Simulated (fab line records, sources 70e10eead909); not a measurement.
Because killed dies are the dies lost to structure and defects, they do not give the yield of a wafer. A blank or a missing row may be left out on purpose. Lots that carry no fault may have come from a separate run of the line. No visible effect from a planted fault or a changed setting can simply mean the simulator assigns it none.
fab line records	flow nand_harc	part 1 of 2: steps 1 to 25 of 33
record lots=5	wafers=15	last_day=24
route steps=1159 shown A_CONTACT@922
lots that met no fault: taken from a fault-free run of the same line
start_h: hours from the record's opening day to when the first of the lot's shown wafers began	wait_h: hours elapsed since this lot's preceding step	" the same as in the row above	L1.1+2: a row that stands for several wafers	- no value, or no start was given	* or withheld: withheld	< > ~ a bound
route shown NAME@n: names a module that has steps shown in the file, with the first one's number in the route	usual: mean/standard deviation taken from wafers without a fault	same: alike in all rows	chamber/n: place in a boat	sites: the reading at each site	_std_site: standard deviation across them	_edge_site: the outer-site mean with the inner-site mean subtracted	radius_mm: how far each site lies from the wafer's centre	mask NAME#n: copy n	behind: the tool/chamber that last shaped the wafer	hold: reason for holding the lot/hours on hold/outcome of the hold	device: transistor that didn't switch, given as n, p or np	end of line: at the end of the route, the tests of the same wafers	a step without rows: its recipe alone	killed: dies lost to structure and defects at the first sort, not the wafer's yield	map: dies across one wafer; x = killed, . = not, _ = none there
set.NAME: the run value of the setting; set.NAME@STEP: its run value at that earlier step	model.NAME: the simulator's own value behind a step, which no gauge read
lots at selected steps of the route; one table per step, one row per wafer
services: when a tool's chamber went out of use (start_h, in hours from the record's first day, below 0 if earlier), for how many hours, and the reason
## steps
# step NHARC_A_CONTACT_STRIP_83
# recipe time_s=600	temp_c=30	chemistry=post_etch_residue_remover
lot.wafer	tool	chamber	start_h	wait_h
L083.1+5+6	wet_bench-05	7,0,1	434.23	-
L089.2+1+6	wet_bench-09	6,0,1	458.04	-
L088.5+2+4	wet_bench-05	4,5,1	468.44	-
L090.4+5+6	wet_bench-05	5,6,7	471.86	-
L096.6+2+5	wet_bench-01	4,7,0	521.87	-
# step NHARC_A_CONTACT_DEP_84
# recipe target_thk_a=20000	temp_c=400	material=aC
# usual throttle_valve_pct=35.000/0.0087
lot.wafer	tool	chamber	start_h	wait_h	throttle_valve_pct
L083.1	acl_dep-01	0	435.12	-	35.012
L083.5	"	0	"	"	34.995
L083.6	"	0	"	"	35.004
L089.1	acl_dep-01	0	458.58	-	35.006
L089.2	"	0	"	"	35.011
L089.6	"	0	"	"	34.998
L088.2	acl_dep-03	0	470.07	-	35.002
L088.4	"	0	"	"	35.011
L088.5	"	0	"	"	35.002
L090.4	acl_dep-02	0	474.39	-	34.984
L090.5	"	0	"	"	35.000
L090.6	"	0	"	"	35.010
L096.2	acl_dep-01	0	522.34	-	34.996
L096.5	"	0	"	"	34.989
L096.6	"	0	"	"	34.989
# step NHARC_A_CONTACT_DEP_85
# recipe target_thk_a=500	target_thk_nm=50	temp_c=400	pressure_torr=3.5	flow_sccm=200	rf_w=350	material=SiON
# usual heater_power_w=775/66
lot.wafer	tool	chamber	start_h	wait_h	heater_power_w
L083.1	pecvd-04	1	436.40	1.1	875
L083.5	"	1	"	"	861
L083.6	"	2	"	"	797
L089.2	pecvd-02	2	459.84	0.8	845
L089.1	"	1	"	"	744
L089.6	"	0	"	"	897
L088.2	pecvd-01	0	471.17	0.9	759
L088.5	"	1	"	"	705
L088.4	"	0	"	"	750
L090.5	pecvd-02	0	475.14	0.3	850
L090.6	"	1	"	"	743
L090.4	"	2	"	"	824
L096.2	pecvd-01	2	523.46	0.9	694
L096.6	"	1	"	"	790
L096.5	"	0	"	"	767
# step NHARC_A_CONTACT_DEHYDRATE_00
# recipe temp_c=150	time_s=120
lot.wafer	tool	chamber	start_h	wait_h
L083.1+5+6	litho_track-01	0	436.65	0.2
L089.1+2+6	litho_track-06	0	460.11	0.2
L088.2+4+5	litho_track-01	0	471.38	0.2
L090.4+5+6	litho_track-06	0	475.33	0.1
L096.2+5+6	litho_track-01	0	523.70	0.2
# step NHARC_A_CONTACT_HMDS_01
# recipe time_s=30
lot.wafer	tool	chamber	start_h	wait_h
L083.1+5+6	litho_track-01	0	-	-
L089.1+2+6	litho_track-06	0	-	-
L088.2+4+5	litho_track-01	0	-	-
L090.4+5+6	litho_track-06	0	-	-
L096.2+5+6	litho_track-01	0	-	-
# step NHARC_A_CONTACT_COAT_86
# recipe temp_c=260	time_s=75
lot.wafer	tool	chamber	start_h	wait_h
L083.1+5+6	litho_track-01	0	-	-
L089.1+2+6	litho_track-06	0	-	-
L088.2+4+5	litho_track-01	0	-	-
L090.4+5+6	litho_track-06	0	-	-
L096.2+5+6	litho_track-01	0	-	-
# step NHARC_A_CONTACT_COAT_87
# recipe temp_c=225	time_s=65
lot.wafer	tool	chamber	start_h	wait_h
L083.1+5+6	litho_track-01	0	-	-
L089.1+2+6	litho_track-06	0	-	-
L088.2+4+5	litho_track-01	0	-	-
L090.4+5+6	litho_track-06	0	-	-
L096.2+5+6	litho_track-01	0	-	-
# step NHARC_A_CONTACT_COAT_02
# recipe spin_rpm=1500	resist_thk_nm=90
lot.wafer	tool	chamber	start_h	wait_h
L083.1+5+6	litho_track-01	0	-	-
L089.1+2+6	litho_track-06	0	-	-
L088.2+4+5	litho_track-01	0	-	-
L090.4+5+6	litho_track-06	0	-	-
L096.2+5+6	litho_track-01	0	-	-
# step NHARC_A_CONTACT_SOFTBAKE_03
# recipe temp_c=105	time_s=55
lot.wafer	tool	chamber	start_h	wait_h
L083.1+5+6	litho_track-01	0	-	-
L089.1+2+6	litho_track-06	0	-	-
L088.2+4+5	litho_track-01	0	-	-
L090.4+5+6	litho_track-06	0	-	-
L096.2+5+6	litho_track-01	0	-	-
# step NHARC_A_CONTACT_EBR_04
lot.wafer	tool	chamber	start_h	wait_h
L083.1+5+6	litho_track-01	0	-	-
L089.1+2+6	litho_track-06	0	-	-
L088.2+4+5	litho_track-01	0	-	-
L090.4+5+6	litho_track-06	0	-	-
L096.2+5+6	litho_track-01	0	-	-
# step NHARC_A_CONTACT_EXPOSE_05
# recipe na=1.35	sigma_outer=0.8	dose_mj=84.24	mask_id=A_CC
# usual stage_vel_mm_s=500.09/0.25
# same sigma_outer=0.8
lot.wafer	tool	chamber	start_h	wait_h	mask	stage_vel_mm_s
L083.1	arfi_scanner-01	0	436.96	-	A_CC#0	500.30
L083.5	"	0	"	"	A_CC#0	500.22
L083.6	"	0	"	"	A_CC#0	500.23
L089.1	arfi_scanner-03	0	460.42	-	A_CC#0	500.96
L089.2	"	0	"	"	A_CC#0	500.31
L089.6	"	0	"	"	A_CC#0	500.23
L088.2	arfi_scanner-01	0	471.57	-	A_CC#0	500.35
L088.4	"	0	"	"	A_CC#0	499.80
L088.5	"	0	"	"	A_CC#0	500.19
L090.4	arfi_scanner-02	0	475.65	-	A_CC#0	499.81
L090.5	"	0	"	"	A_CC#0	500.01
L090.6	"	0	"	"	A_CC#0	500.08
L096.2	arfi_scanner-03	0	524.01	-	A_CC#0	500.27
L096.5	"	0	"	"	A_CC#0	500.25
L096.6	"	0	"	"	A_CC#0	499.85
# step NHARC_A_CONTACT_PEB_06
# recipe peb_temp_c=100	peb_time_s=65
lot.wafer	tool	chamber	start_h	wait_h
L083.1+5+6	litho_track-06	0	437.02	0.1
L089.1+2+6	litho_track-01	0	460.48	0.1
L088.2+4+5	litho_track-04	0	471.63	0.1
L090.4+5+6	litho_track-04	0	475.70	0.0
L096.2+5+6	litho_track-06	0	524.07	0.1
# step NHARC_A_CONTACT_DEVELOP_07
# recipe develop_time_s=35	dev_temp_c=23
lot.wafer	tool	chamber	start_h	wait_h
L083.1+5+6	litho_track-06	0	-	-
L089.1+2+6	litho_track-01	0	-	-
L088.2+4+5	litho_track-04	0	-	-
L090.4+5+6	litho_track-04	0	-	-
L096.2+5+6	litho_track-06	0	-	-
# step NHARC_A_CONTACT_CD_MEAS_08
# recipe target_cd_nm=100	landing_energy_ev=500
# usual cd_nm=100.0/0.37
lot.wafer	tool	chamber	start_h	wait_h	cd_nm
L083.1	cd_sem-01	0	437.09	-	100.2
L083.5	"	0	"	"	100.8
L083.6	"	0	"	"	100.1
L089.1	cd_sem-03	0	460.56	-	99.4
L089.2	"	0	"	"	99.8
L089.6	"	0	"	"	99.8
L088.2	cd_sem-03	0	471.71	-	99.8
L088.4	"	0	"	"	99.2
L088.5	"	0	"	"	99.7
L090.4	cd_sem-03	0	475.80	-	99.7
L090.5	"	0	"	"	99.7
L090.6	"	0	"	"	99.2
L096.2	cd_sem-01	0	524.16	-	100.0
L096.5	"	0	"	"	99.2
L096.6	"	0	"	"	99.6
# step NHARC_A_CONTACT_OVL_MEAS_09
# usual overlay_x_nm=-0.3/0.72	overlay_y_nm=-0.2/0.89
lot.wafer	tool	chamber	start_h	wait_h	overlay_x_nm	overlay_y_nm
L083.1	overlay-02	-	437.18	-	0.5	-0.3
L083.5	"	-	"	"	0.1	-0.4
L083.6	"	-	"	"	0.3	0.6
L089.1	overlay-02	-	460.65	-	0.5	-1.0
L089.2	"	-	"	"	0.0	-0.8
L089.6	"	-	"	"	-0.6	-0.3
L088.2	overlay-01	-	471.79	-	-0.2	0.9
L088.4	"	-	"	"	0.0	1.0
L088.5	"	-	"	"	-0.7	1.0
L090.4	overlay-02	-	475.88	-	-0.6	-0.2
L090.5	"	-	"	"	-1.2	-0.1
L090.6	"	-	"	"	-0.7	-0.4
L096.2	overlay-02	-	524.25	-	-1.2	-1.7
L096.5	"	-	"	"	-0.2	-1.7
L096.6	"	-	"	"	-0.1	-1.7
# step NHARC_A_CONTACT_INSPECT_10
# usual raw_defect_count=32/14
lot.wafer	tool	chamber	start_h	wait_h	raw_defect_count
L083.1	defect_inspect-02	-	437.22	0.0	8
L083.5	"	-	"	"	24
L083.6	"	-	"	"	16
L089.1	defect_inspect-01	-	460.68	0.0	48
L089.2	"	-	"	"	47
L089.6	"	-	"	"	64
L088.2	defect_inspect-01	-	471.83	0.0	18
L088.4	"	-	"	"	8
L088.5	"	-	"	"	11
L090.4	defect_inspect-02	-	475.92	0.0	34
L090.5	"	-	"	"	32
L090.6	"	-	"	"	27
L096.2	defect_inspect-01	-	524.28	0.0	25
L096.5	"	-	"	"	31
L096.6	"	-	"	"	45
# step NHARC_A_CONTACT_DESCUM_13
# recipe time_s=3	o2_flow_sccm=200	ar_flow_sccm=0	bias_power_w=0	chemistry=O2
# usual drypump_motor_current_A=5.6/0.49	oes_product_au=0.998/0.0082	rf_vpp_V=57.8/0.83	showerhead_plenum_p_Torr=1.92/0.093	throttle_valve_pct=11.312/0.0087
lot.wafer	tool	chamber	start_h	wait_h	drypump_motor_current_A	oes_product_au	rf_hours_counter_h	rf_vpp_V	showerhead_plenum_p_Torr	throttle_valve_pct
L083.1	rie_diel-11	2	437.31	0.1	4.8	0.990	24	57.9	1.99	11.324
L083.5	"	3	"	"	5.9	1.002	-	58.3	2.03	11.295
L083.6	"	0	"	"	5.1	1.001	-	57.7	2.07	11.323
L089.1	rie_diel-02	2	460.75	0.1	5.5	0.995	24	57.8	1.78	11.312
L089.2	"	3	"	"	5.8	0.987	25	58.6	1.99	11.337
L089.6	"	2	"	"	5.5	0.997	-	58.4	1.78	11.312
L088.4	rie_diel-02	1	471.89	0.1	4.9	0.988	25	58.0	1.95	11.320
L088.2	"	2	"	"	5.5	0.997	27	57.5	1.78	11.320
L088.5	"	1	"	"	4.9	0.980	-	58.8	1.95	11.315
L090.4	rie_diel-02	0	476.00	0.1	6.3	0.997	28	56.6	2.02	11.319
L090.6	"	1	"	"	4.9	0.997	-	59.0	1.94	11.308
L090.5	"	2	"	"	5.5	1.004	-	56.1	1.78	11.309
L096.2	rie_diel-12	0	524.36	0.1	5.7	1.006	52	57.7	1.88	11.316
L096.5	"	2	"	"	5.8	0.993	-	56.8	1.88	11.314
L096.6	"	3	"	"	5.9	0.992	-	58.5	1.96	11.321
# step NHARC_A_CONTACT_ETCH_88
# recipe target_depth_a=390	over_etch_frac=0.3	time_s=65	ion_energy_ev=80	cf4_flow_sccm=150	ar_flow_sccm=0	rf_w=300	bias_w=100	chemistry=CF4
# usual bias_w=100.0/0.3	drypump_motor_current_A=5.6/0.49	oes_product_au=0.997/0.0074	rf_vpp_V=151.2/1.1	showerhead_plenum_p_Torr=1.78/0.08	throttle_valve_pct=13.285/0.0097
lot.wafer	tool	chamber	start_h	wait_h	bias_w	drypump_motor_current_A	oes_product_au	rf_hours_counter_h	rf_vpp_V	showerhead_plenum_p_Torr	throttle_valve_pct
L083.1	rie_diel-11	3	437.37	0.1	100.2	5.9	1.002	19	151.7	1.87	13.294
L083.5	"	2	"	"	100.1	4.8	1.005	-	152.5	1.83	13.291
L083.6	"	3	"	"	100.2	5.9	1.006	-	153.1	1.87	13.284
L089.1	rie_diel-02	0	460.84	0.1	100.1	6.3	1.003	25	151.6	1.86	13.288
L089.2	"	1	"	"	99.7	4.9	0.990	23	152.1	1.80	13.299
L089.6	"	3	"	"	99.4	5.8	0.985	-	151.9	1.83	13.283
L088.4	rie_diel-02	1	471.98	0.1	99.8	4.9	0.996	25	151.8	1.80	13.286
L088.2	"	0	"	"	100.1	6.3	1.006	27	151.1	1.86	13.293
L088.5	"	2	"	"	100.2	5.5	1.000	-	151.0	1.65	13.283
L090.4	rie_diel-02	1	476.08	0.1	100.3	4.9	0.991	27	150.4	1.80	13.277
L090.6	"	2	"	"	99.9	5.5	0.993	-	151.4	1.65	13.296
L090.5	"	3	"	"	100.1	5.8	0.994	-	151.9	1.83	13.288
L096.2	rie_diel-12	0	524.43	0.1	100.3	5.8	1.002	52	151.0	1.74	13.285
L096.6	"	0	"	"	100.6	5.8	0.999	-	151.3	1.74	13.275
L096.5	"	1	"	"	100.2	5.0	0.994	-	149.6	1.66	13.299
# step NHARC_A_CONTACT_ETCH_89
# recipe target_depth_a=2600	over_etch_frac=0.3	time_s=475.3	ion_energy_ev=200	n2_flow_sccm=150	h2_flow_sccm=150	ar_flow_sccm=0	rf_w=400	bias_w=150	chemistry=N2/H2
# usual bias_w=150.0/0.46	drypump_motor_current_A=5.6/0.51	h2_flow_sccm=150.0/0.47	oes_product_au=0.998/0.0078	rf_vpp_V=430.8/2.9	showerhead_plenum_p_Torr=2.05/0.1	throttle_valve_pct=14.171/0.01
lot.wafer	tool	chamber	start_h	wait_h	bias_w	drypump_motor_current_A	h2_flow_sccm	oes_product_au	rf_hours_counter_h	rf_vpp_V	showerhead_plenum_p_Torr	throttle_valve_pct
L083.1	rie_diel-11	2	-	-	150.4	4.8	151.0	0.987	24	433.6	2.12	14.157
L083.6	"	3	"	"	150.2	5.9	150.0	0.995	-	434.2	2.16	14.169
L083.5	"	0	"	"	150.4	5.1	148.8	0.992	-	435.8	2.21	14.167
L089.2	rie_diel-02	2	-	-	150.4	5.5	150.3	1.006	25	426.2	1.89	14.172
L089.1	"	3	"	"	149.9	5.8	150.3	0.992	25	432.7	2.12	14.174
L089.6	"	3	"	"	149.8	5.8	149.8	1.001	-	432.2	2.12	14.171
L088.2	rie_diel-02	1	-	-	149.9	4.9	148.9	0.992	25	431.9	2.07	14.175
L088.4	"	2	"	"	150.3	5.5	149.8	0.991	27	427.0	1.89	14.170
L088.5	"	1	"	"	149.9	4.9	148.7	0.983	-	430.7	2.07	14.150
L090.4	rie_diel-02	2	-	-	150.2	5.5	149.8	0.994	28	424.9	1.89	14.142
L090.6	"	0	"	"	150.2	6.3	150.0	0.992	-	433.0	2.15	14.170
L090.5	"	1	"	"	150.4	4.9	150.5	0.990	-	430.0	2.07	14.182
L096.2	rie_diel-12	3	-	-	150.8	5.9	150.5	1.001	50	432.3	2.09	14.168
L096.5	"	1	"	"	149.8	5.0	150.2	0.996	-	426.4	1.90	14.153
L096.6	"	2	"	"	149.2	5.8	150.8	0.997	-	430.0	2.01	14.165
# step NHARC_A_CONTACT_ETCH_30
# recipe target_depth_a=605	time_s=30.2	cf4_flow_sccm=100	chf3_flow_sccm=30	ar_flow_sccm=0	rf_w=500	bias_w=200	chemistry=CF4/CHF3
# usual bias_w=200.1/0.68	drypump_motor_current_A=5.6/0.49	oes_product_au=0.936/0.021	rf_vpp_V=370.7/2.6	showerhead_plenum_p_Torr=1.58/0.073	throttle_valve_pct=16.803/0.0093
lot.wafer	tool	chamber	start_h	wait_h	bias_w	drypump_motor_current_A	oes_product_au	rf_hours_counter_h	rf_vpp_V	showerhead_plenum_p_Torr	throttle_valve_pct
L083.1	rie_diel-11	3	-	-	199.1	6.0	0.943	19	372.1	1.66	16.796
L083.5	"	3	"	"	200.6	5.9	0.941	-	372.8	1.66	16.793
L083.6	"	0	"	"	199.0	5.0	0.918	-	375.9	1.69	16.810
L089.1	rie_diel-02	3	-	-	199.2	5.8	0.914	25	372.4	1.63	16.801
L089.2	"	1	"	"	200.7	4.9	0.910	23	371.9	1.60	16.800
L089.6	"	0	"	"	201.0	6.3	0.927	-	374.8	1.65	16.821
L088.2	rie_diel-02	1	-	-	200.6	4.9	0.958	26	373.2	1.60	16.796
L088.4	"	0	"	"	199.8	6.3	0.968	28	372.4	1.65	16.806
L088.5	"	2	"	"	200.5	5.5	0.956	-	367.9	1.47	16.799
L090.4	rie_diel-02	3	-	-	200.6	5.8	0.922	28	371.7	1.63	16.811
L090.5	"	0	"	"	199.4	6.3	0.928	-	372.1	1.65	16.788
L090.6	"	1	"	"	200.0	4.9	0.922	-	371.0	1.60	16.802
L096.2	rie_diel-12	1	-	-	198.4	5.0	0.921	53	366.6	1.48	16.798
L096.5	"	0	"	"	199.8	5.7	0.922	-	371.3	1.55	16.808
L096.6	"	1	"	"	199.2	5.0	0.920	-	367.2	1.48	16.800
# step NHARC_A_CONTACT_ETCH_31
# recipe target_depth_a=20000	over_etch_frac=0.3	time_s=520	ion_energy_ev=150	o2_flow_sccm=400	cos_flow_sccm=20	ar_flow_sccm=0	rf_w=500	bias_w=300	chemistry=O2/COS
# usual bias_w=300.0/0.92	drypump_motor_current_A=5.6/0.49	oes_product_au=0.997/0.0075	rf_vpp_V=314.4/2.1	showerhead_plenum_p_Torr=3.14/0.14	throttle_valve_pct=28.330/0.0086
lot.wafer	tool	chamber	start_h	wait_h	bias_w	drypump_motor_current_A	oes_product_au	rf_hours_counter_h	rf_vpp_V	showerhead_plenum_p_Torr	throttle_valve_pct
L083.1	rie_diel-11	3	-	-	301.0	5.9	1.006	20	316.7	3.30	28.323
L083.6	"	2	"	"	301.3	4.8	0.988	-	316.5	3.24	28.337
L083.5	"	3	"	"	298.6	6.0	1.007	-	317.1	3.30	28.332
L089.2	rie_diel-02	2	-	-	298.0	5.5	0.990	25	310.0	2.92	28.340
L089.1	"	3	"	"	299.4	5.8	0.990	25	316.3	3.24	28.327
L089.6	"	2	"	"	298.6	5.5	0.999	-	311.1	2.92	28.333
L088.2	rie_diel-02	3	-	-	300.0	5.8	0.998	27	315.2	3.24	28.338
L088.4	"	1	"	"	299.9	4.9	0.985	26	314.3	3.17	28.335
L088.5	"	3	"	"	300.6	5.8	0.993	-	316.0	3.24	28.340
L090.4	rie_diel-02	2	-	-	299.3	5.5	1.001	28	311.0	2.91	28.318
L090.5	"	1	"	"	300.2	5.0	0.984	-	313.1	3.17	28.331
L090.6	"	2	"	"	299.8	5.5	0.990	-	311.2	2.91	28.347
L096.2	rie_diel-12	1	-	-	298.3	5.0	1.001	53	311.1	2.93	28.334
L096.5	"	0	"	"	299.0	5.7	1.005	-	313.1	3.07	28.330
L096.6	"	1	"	"	299.3	5.0	0.995	-	311.2	2.93	28.328
# step NHARC_A_CONTACT_ETCH_134
# recipe source_w=withheld	pressure_mtorr=20	bias_v=withheld	time_s=140	target_depth_a=7000	ar_flow_sccm=withheld	c4f8_flow_sccm=withheld	o2_flow_sccm=withheld	chemistry=C4F8/O2/Ar
lot.wafer	tool	chamber	start_h	wait_h	rf_hours_counter_h
L083.1	har_cap_etch-02	0	438.41	-	20
L083.6	"	1	"	"	-
L083.5	"	0	"	"	-
L089.2	har_cap_etch-01	1	461.78	-	73
L089.1	"	0	"	"	73
L089.6	"	0	"	"	-
L088.2	har_cap_etch-02	0	472.92	-	27
L088.4	"	1	"	"	-
L088.5	"	1	"	"	-
L090.4	har_cap_etch-02	1	477.08	-	-
L090.6	"	1	"	"	-
L090.5	"	0	"	"	-
L096.2	har_cap_etch-01	1	525.42	-	85
L096.6	"	1	"	"	-
L096.5	"	0	"	"	-
# step NHARC_A_CONTACT_ETCH_135
# recipe source_w=withheld	pressure_mtorr=20	bias_v=3000	time_s=132	target_depth_a=12870	ar_flow_sccm=withheld	c4f8_flow_sccm=withheld	o2_flow_sccm=withheld	chemistry=C4F8/O2/Ar
lot.wafer	tool	chamber	start_h	wait_h	rf_hours_counter_h
L083.1	har_cap_etch-02	0	438.60	0.2	20
L083.6	"	1	"	"	-
L083.5	"	0	"	"	-
L089.2	har_cap_etch-01	1	462.05	0.2	73
L089.1	"	0	"	"	73
L089.6	"	0	"	"	-
L088.2	har_cap_etch-02	0	473.11	0.2	27
L088.4	"	1	"	"	-
L088.5	"	1	"	"	-
L090.4	har_cap_etch-02	1	477.31	0.2	-
L090.6	"	1	"	"	-
L090.5	"	0	"	"	-
L096.2	har_cap_etch-01	1	525.62	0.2	85
L096.6	"	1	"	"	-
L096.5	"	0	"	"	-
# step NHARC_A_CONTACT_ETCH_136
# recipe source_w=withheld	pressure_mtorr=20	bias_v=3000	time_s=132	target_depth_a=12870	ar_flow_sccm=withheld	c4f8_flow_sccm=withheld	o2_flow_sccm=withheld	chemistry=C4F8/O2/Ar
lot.wafer	tool	chamber	start_h	wait_h	rf_hours_counter_h
L083.1	har_cap_etch-02	0	438.72	0.1	20
L083.6	"	1	"	"	-
L083.5	"	0	"	"	-
L089.2	har_cap_etch-01	1	462.21	0.1	73
L089.1	"	0	"	"	73
L089.6	"	0	"	"	-
L088.2	har_cap_etch-02	0	473.23	0.1	27
L088.4	"	1	"	"	-
L088.5	"	1	"	"	-
L090.4	har_cap_etch-02	1	477.48	0.1	-
L090.6	"	1	"	"	-
L090.5	"	0	"	"	-
L096.2	har_cap_etch-01	1	525.74	0.1	85
L096.6	"	1	"	"	-
L096.5	"	0	"	"	-
# step NHARC_A_CONTACT_ETCH_137
# recipe source_w=withheld	pressure_mtorr=20	bias_v=3000	time_s=132	target_depth_a=12870	ar_flow_sccm=withheld	c4f8_flow_sccm=withheld	o2_flow_sccm=withheld	chemistry=C4F8/O2/Ar
lot.wafer	tool	chamber	start_h	wait_h	rf_hours_counter_h
L083.1	har_cap_etch-02	0	438.84	0.1	20
L083.6	"	1	"	"	-
L083.5	"	0	"	"	-
L089.2	har_cap_etch-01	1	462.38	0.1	74
L089.1	"	0	"	"	74
L089.6	"	0	"	"	-
L088.2	har_cap_etch-02	0	473.35	0.1	27
L088.4	"	1	"	"	-
L088.5	"	1	"	"	-
L090.4	har_cap_etch-02	1	477.64	0.1	-
L090.6	"	1	"	"	-
L090.5	"	0	"	"	-
L096.2	har_cap_etch-01	1	525.86	0.1	85
L096.6	"	1	"	"	-
L096.5	"	0	"	"	-
